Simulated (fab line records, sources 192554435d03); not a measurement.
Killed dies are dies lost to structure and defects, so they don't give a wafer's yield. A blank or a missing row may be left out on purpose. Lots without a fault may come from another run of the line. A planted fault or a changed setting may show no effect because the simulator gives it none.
Split-lot experiment | flow n5_finfet | 7 lots, 39 wafers read, on a route of 1938 steps

THE SPLIT
At N5_FIN_CUT_CUT_ETCH_26 (etches SiNx in CH3F/O2, target depth 39 nm, time 55.7 s), the setting source_w was moved away from the recipe's 395 W on 12 of the 39 wafers read, by -11.2% to +13.1%. The other wafers ran this setting at the recipe's value.

The reading is taken at the split's own step.

THE READING
rf_vpp_V, in V, at N5_FIN_CUT_CUT_ETCH_26 (etches SiNx in CH3F/O2, target depth 39 nm, time 55.7 s). Fault-free wafers of this fab line usually give 298 V, standard deviation 3.4 V.

wafer  | tool, chamber at the split | source_w as run, W | against the recipe | rf_vpp_V, V | against lot-mates on the recipe
L074.1 | rie_diel-05, 3             | 395                | recipe             | 302         | -
L074.2 | rie_diel-05, 2             | 395                | recipe             | 295         | -
L074.3 | rie_diel-05, 0             | 395                | recipe             | 298         | -
L074.4 | rie_diel-05, 1             | 395                | recipe             | 301         | -
L074.5 | rie_diel-05, 2             | 395                | recipe             | 295         | -
L074.6 | rie_diel-05, 1             | 395                | recipe             | 302         | -
L080.2 | rie_diel-02, 3             | 395                | recipe             | 295         | -
L080.4 | rie_diel-02, 1             | 395                | recipe             | 294         | -
L080.6 | rie_diel-02, 3             | 395                | recipe             | 295         | -
L084.1 | rie_diel-04, 3             | 439.7              | +11.3%             | 283         | -13
L084.2 | rie_diel-04, 1             | 439.7              | +11.3%             | 276         | -20
L084.3 | rie_diel-04, 2             | 439.7              | +11.3%             | 285         | -11
L084.4 | rie_diel-04, 0             | 395                | recipe             | 298         | -
L084.5 | rie_diel-04, 0             | 395                | recipe             | 298         | -
L084.6 | rie_diel-04, 1             | 395                | recipe             | 292         | -
L087.1 | rie_diel-05, 3             | 395                | recipe             | 301         | -
L087.2 | rie_diel-05, 1             | 395                | recipe             | 303         | -
L087.3 | rie_diel-05, 2             | 395                | recipe             | 294         | -
L087.4 | rie_diel-05, 0             | 395                | recipe             | 300         | -
L087.5 | rie_diel-05, 1             | 395                | recipe             | 302         | -
L087.6 | rie_diel-05, 2             | 395                | recipe             | 294         | -
L092.1 | rie_diel-04, 0             | 395                | recipe             | 298         | -
L092.2 | rie_diel-04, 2             | 446.6              | +13.1%             | 284         | -12
L092.3 | rie_diel-04, 3             | 395                | recipe             | 298         | -
L092.4 | rie_diel-04, 1             | 446.6              | +13.1%             | 276         | -20
L092.5 | rie_diel-04, 2             | 446.6              | +13.1%             | 285         | -11
L092.6 | rie_diel-04, 1             | 395                | recipe             | 293         | -
L093.1 | rie_diel-04, 0             | 350.8              | -11.2%             | 313         | +14
L093.2 | rie_diel-04, 1             | 350.8              | -11.2%             | 307         | +8
L093.3 | rie_diel-04, 2             | 395                | recipe             | 301         | -
L093.4 | rie_diel-04, 3             | 350.8              | -11.2%             | 314         | +15
L093.5 | rie_diel-04, 3             | 395                | recipe             | 297         | -
L093.6 | rie_diel-04, 2             | 395                | recipe             | 300         | -
L095.1 | rie_diel-05, 0             | 395                | recipe             | 298         | -
L095.2 | rie_diel-05, 1             | 432.5              | +9.5%              | 288         | -12
L095.3 | rie_diel-05, 3             | 395                | recipe             | 301         | -
L095.4 | rie_diel-05, 2             | 432.5              | +9.5%              | 281         | -19
L095.5 | rie_diel-05, 1             | 395                | recipe             | 301         | -
L095.6 | rie_diel-05, 2             | 432.5              | +9.5%              | 282         | -18

THE FIT
A straight line over all 39 wafers: rf_vpp_V changes by -1.32 V for each +1% of source_w; r = -0.92; the points scatter about the line by 3.5 V.
The same after taking each lot's own level away (the mean of its wafers on the recipe; 39 wafers): -1.24 V for each +1%; r = -0.92; scatter 3.4 V.
On that fit, the largest move of source_w shifts the reading by 16 V.
The lots' own levels span 294.7 to 300.0 V, that is 1.6 times the standard deviation above.
So the lot-to-lot level changes the slope little: the two slopes agree.
Check: with one of the wafers moved furthest among these (+13.1%) left out of the fit, the line predicts -17.2 V for it against its lot-mates. It came out at -12.3 V against them.
Tool readings at the split's step, against how far the setting was moved: rf_vpp_V r = -0.92.

OTHER SPLITS ON THESE WAFERS
These wafers also went through other splits before the reading. Each is held against what the fit with the lots' levels taken away leaves over:
other split on the same wafers | wafers away from the commonest value | r with rf_vpp_V (lot level and that fit taken away)
N5_FIN_CUT_ETCH_21 time_s      | 15                                   | +0.09

THE FILE'S OWN FIT
rf_vpp_V changes by -1.26 V for each +1% of source_w, r = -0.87.
